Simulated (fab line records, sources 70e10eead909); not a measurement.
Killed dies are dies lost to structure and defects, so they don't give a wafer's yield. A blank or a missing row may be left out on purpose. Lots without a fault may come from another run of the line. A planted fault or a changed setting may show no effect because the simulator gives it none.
Which tool did it? | flow nand_harc | 13 lots, 39 wafers sampled, at 2 steps of a route of 1302

WHAT THE GAUGES READ, wafer by wafer
NHARC_A_SGD_CUT_CD_MEAS_09: target cd 100 nm. Usual: cd_nm 100.0 nm, standard deviation 0.5.
lot  | measured     | on        | cd_nm (nm)        | flag
L235 | day 19 13:36 | cd_sem-02 | 99.5 99.6 100.1   |
L234 | day 19 14:02 | cd_sem-03 | 99.9 99.7 100.0   |
L233 | day 19 15:01 | cd_sem-01 | 100.3 100.6 100.4 |
L238 | day 20 19:19 | cd_sem-01 | 99.1 99.1 99.5    |
L239 | day 21 09:07 | cd_sem-01 | 100.6 100.4 100.6 |
L240 | day 22 03:49 | cd_sem-01 | 99.9 100.5 100.3  |
L241 | day 22 05:04 | cd_sem-02 | 100.5 99.9 101.6  |
L246 | day 24 13:14 | cd_sem-01 | 99.2 100.6 99.8   |
L250 | day 26 07:57 | cd_sem-03 | 100.2 101.4 100.4 |
L251 | day 27 05:13 | cd_sem-03 | 99.4 100.4 99.9   |
L252 | day 27 09:15 | cd_sem-03 | 100.2 100.3 100.7 |
L255 | day 27 14:59 | cd_sem-01 | 100.0 99.7 100.4  |
L256 | day 28 23:29 | cd_sem-03 | 100.4 100.5 100.5 |

WHICH TOOL RAN EACH LOT (tool, then ch and the chambers of the sampled wafers, then the start)
lot  | NHARC_A_STAIRCASE_STRIP_475
L235 | rie_diel-08 ch 0,1,2, day 19 13:36 or earlier
L234 | rie_diel-02 ch 0,2,3, day 19 14:02 or earlier
L233 | rie_diel-05 ch 0,2,3, day 19 15:01 or earlier
L238 | rie_diel-02 ch 0,1,2, day 20 19:19 or earlier
L239 | rie_diel-05 ch 0,3, day 21 09:07 or earlier
L240 | rie_diel-08 ch 1,2,3, day 22 03:49 or earlier
L241 | rie_diel-08 ch 0,2,3, day 22 05:04 or earlier
L246 | rie_diel-05 ch 0,2,3, day 24 13:14 or earlier
L250 | rie_diel-05 ch 1,3, day 26 07:57 or earlier
L251 | rie_diel-05 ch 0,2,3, day 27 05:13 or earlier
L252 | rie_diel-02 ch 1,2,3, day 27 09:15 or earlier
L255 | rie_diel-08 ch 0,3, day 27 14:59 or earlier
L256 | rie_diel-05 ch 0,1,2, day 28 23:29 or earlier
- NHARC_A_STAIRCASE_STRIP_475: strips in O2, time 20 s.

WHAT THE TOOLS THEMSELVES READ (means of the sampled wafers that have a number; where no wafer has one, the mark that the record gives instead)
NHARC_A_STAIRCASE_STRIP_475. Usual: drypump_motor_current_A 5.4 A, standard deviation 0.48; oes_product_au 0.997 a.u., standard deviation 0.0093; rf_vpp_V 57.7 V, standard deviation 0.89; showerhead_plenum_p_Torr 3.57 Torr, standard deviation 0.11; throttle_valve_pct 17.035 %, standard deviation 0.0091.
lot  | tool        | drypump_motor_current_A (A) | oes_product_au (a.u.) | rf_vpp_V (V) | showerhead_plenum_p_Torr (Torr) | throttle_valve_pct (%) | flag
L235 | rie_diel-08 | 5.3                         | 1.005                 | 57.6         | 3.62                            | 17.036                 |
L234 | rie_diel-02 | 5.2                         | 0.994                 | 58.5         | 3.54                            | 17.035                 |
L233 | rie_diel-05 | 5.5                         | 0.995                 | 58.0         | 3.62                            | 17.034                 |
L238 | rie_diel-02 | 5.6                         | 0.996                 | 58.6         | 3.64                            | 17.028                 |
L239 | rie_diel-05 | 5.4                         | 0.997                 | 58.5         | 3.63                            | 17.040                 |
L240 | rie_diel-08 | 5.6                         | 1.000                 | 58.7         | 3.62                            | 17.025                 |
L241 | rie_diel-08 | 5.4                         | 1.003                 | 58.2         | 3.53                            | 17.028                 |
L246 | rie_diel-05 | 5.5                         | 1.001                 | 58.3         | 3.61                            | 17.034                 |
L250 | rie_diel-05 | 5.1                         | 0.996                 | 57.4         | 3.50                            | 17.024                 |
L251 | rie_diel-05 | 5.5                         | 1.007                 | 57.8         | 3.60                            | 17.036                 |
L252 | rie_diel-02 | 5.6                         | 0.998                 | 57.4         | 3.52                            | 17.040                 |
L255 | rie_diel-08 | 5.5                         | 0.987                 | 57.4         | 3.48                            | 17.033                 |
L256 | rie_diel-05 | 5.1                         | 0.994                 | 57.4         | 3.56                            | 17.039                 |

THE ANSWER, worked out from the rows above alone
Rule: a lot is off if the mean of its wafers that have a number lies more than 3 standard deviations from the usual mean. A lot without any number at a reading at which 4 lots or more have one is off too. The other lots that the step has rows for count as sound. The gauges are gone through in route order, then the tools' own readings, and for those a lot's mean is taken as printed above. The first step at which some lot is off is used, and at that step the reading that is off furthest; a lot without a number counts as furthest.
No lot is off at any reading shown: from this, nothing can be told.

WHAT THE SIMULATOR HAD PUT IN
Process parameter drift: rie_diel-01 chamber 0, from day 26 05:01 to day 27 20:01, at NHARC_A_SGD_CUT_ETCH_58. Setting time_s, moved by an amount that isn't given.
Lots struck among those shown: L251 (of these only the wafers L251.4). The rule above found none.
